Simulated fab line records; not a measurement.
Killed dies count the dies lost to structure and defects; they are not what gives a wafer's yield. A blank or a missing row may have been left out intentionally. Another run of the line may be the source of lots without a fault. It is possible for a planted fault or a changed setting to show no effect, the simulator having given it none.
Lot-split experiment | flow n5-finfet | 7 lots, 39 wafers read, on a route of 1938 steps

SPLIT DETAILS
At N5_DUMMY_GATE_ETCH_37 (etches SOC in N2/H2, target depth 60 nm, overetch 30 nm), the setting source-w was moved away from the recipe's 840 W on 9 of the 39 wafers read, by -16.4% to +15.4%. The other wafers ran this setting at the recipe's value.

Reading taken at the split's own step.

THE READING
rf-vpp-V, in V, at N5_DUMMY_GATE_ETCH_37 (etches SOC in N2/H2, target depth 60 nm, overetch 30 nm). On this fab line, fault-free wafers typically give 524.3 V with a standard deviation of 2.4 V.

wafer  | tool, chamber at the split | source-w as run, W | against the recipe | rf-vpp-V, V | against lot-mates on the recipe
L077.1 | rie-diel-02, 1             | 969.4              | +15.4%             | 500.9       | -25.3
L077.2 | rie-diel-02, 3             | 840                | recipe             | 525.9       | -
L077.3 | rie-diel-02, 0             | 840                | recipe             | 525.8       | -
L077.4 | rie-diel-02, 2             | 969.4              | +15.4%             | 497.0       | -29.2
L077.5 | rie-diel-02, 0             | 969.4              | +15.4%             | 501.0       | -25.2
L077.6 | rie-diel-02, 1             | 840                | recipe             | 526.9       | -
L078.1 | rie-diel-02, 0             | 840                | recipe             | 526.1       | -
L078.2 | rie-diel-02, 2             | 840                | recipe             | 519.7       | -
L078.3 | rie-diel-02, 3             | 840                | recipe             | 525.4       | -
L078.4 | rie-diel-02, 1             | 840                | recipe             | 524.9       | -
L078.5 | rie-diel-02, 3             | 840                | recipe             | 526.3       | -
L078.6 | rie-diel-02, 2             | 840                | recipe             | 523.0       | -
L079.1 | rie-diel-03, 0             | 840                | recipe             | 524.3       | -
L079.2 | rie-diel-03, 3             | 781.3              | -7.0%              | 538.5       | +14.4
L079.3 | rie-diel-03, 1             | 781.3              | -7.0%              | 536.3       | +12.2
L079.4 | rie-diel-03, 2             | 840                | recipe             | 525.9       | -
L079.5 | rie-diel-03, 3             | 781.3              | -7.0%              | 539.0       | +14.9
L079.6 | rie-diel-03, 0             | 840                | recipe             | 522.1       | -
L086.1 | rie-diel-03, 3             | 840                | recipe             | 526.6       | -
L086.2 | rie-diel-03, 2             | 840                | recipe             | 525.7       | -
L086.3 | rie-diel-03, 0             | 840                | recipe             | 523.3       | -
L086.4 | rie-diel-03, 1             | 840                | recipe             | 522.4       | -
L086.5 | rie-diel-03, 1             | 840                | recipe             | 525.2       | -
L086.6 | rie-diel-03, 2             | 840                | recipe             | 523.7       | -
L088.1 | rie-diel-02, 0             | 702.5              | -16.4%             | 558.8       | +35.0
L088.2 | rie-diel-02, 2             | 702.5              | -16.4%             | 553.4       | +29.6
L088.3 | rie-diel-02, 1             | 840                | recipe             | 525.2       | -
L088.4 | rie-diel-02, 3             | 840                | recipe             | 525.8       | -
L088.5 | rie-diel-02, 2             | 840                | recipe             | 520.5       | -
L088.6 | rie-diel-02, 3             | 702.5              | -16.4%             | 557.0       | +33.2
L095.2 | rie-diel-02, 2             | 840                | recipe             | 521.0       | -
L095.3 | rie-diel-02, 1             | 840                | recipe             | 525.9       | -
L095.4 | rie-diel-02, 3             | 840                | recipe             | 524.2       | -
L097.1 | rie-diel-02, 1             | 840                | recipe             | 525.0       | -
L097.2 | rie-diel-02, 2             | 840                | recipe             | 519.1       | -
L097.3 | rie-diel-02, 0             | 840                | recipe             | 526.8       | -
L097.4 | rie-diel-02, 2             | 840                | recipe             | 520.1       | -
L097.5 | rie-diel-02, 1             | 840                | recipe             | 525.0       | -
L097.6 | rie-diel-02, 0             | 840                | recipe             | 526.3       | -

THE FIT
A straight line over all 39 wafers: rf-vpp-V changes by -1.8 V for each +1% of source-w; r = -0.98; the points scatter about the line by 2.5 V.
The same after taking each lot's own level away (the mean of its wafers on the recipe; 39 wafers): -1.87 V for each +1%; r = -0.98; scatter 2.3 V.
According to that fit, moving source-w by its largest amount changes the reading by 31 V.
The span of the lots' own levels, 523.70 to 526.20 V, comes to 1.0 times the standard deviation stated above.
The two slopes are in agreement: the lot-to-lot level therefore moves the slope only a little.
Check: +30.1 V against its lot-mates is what the line predicts for one of the wafers moved furthest among these (-16.4%) when that wafer is left out of the fit. Against them it came out at +35 V.
Tool readings at the split's step, against how far the setting was moved: rf-vpp-V r = -0.98.

FURTHER SPLITS ON THESE WAFERS
Note: prior to the reading, these wafers also went through further splits. Each is held against what the fit with the lots' levels taken away leaves over:
other split on the same wafers    | wafers away from the commonest value | r with rf-vpp-V (lot level and that fit taken away)
N5_WELL_APT_IMPLANT_14 energy-kev | 6                                    | +0.19

FILE'S OWN FIT
rf-vpp-V changes by -1.88 V for each +1% of source-w, r = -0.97.
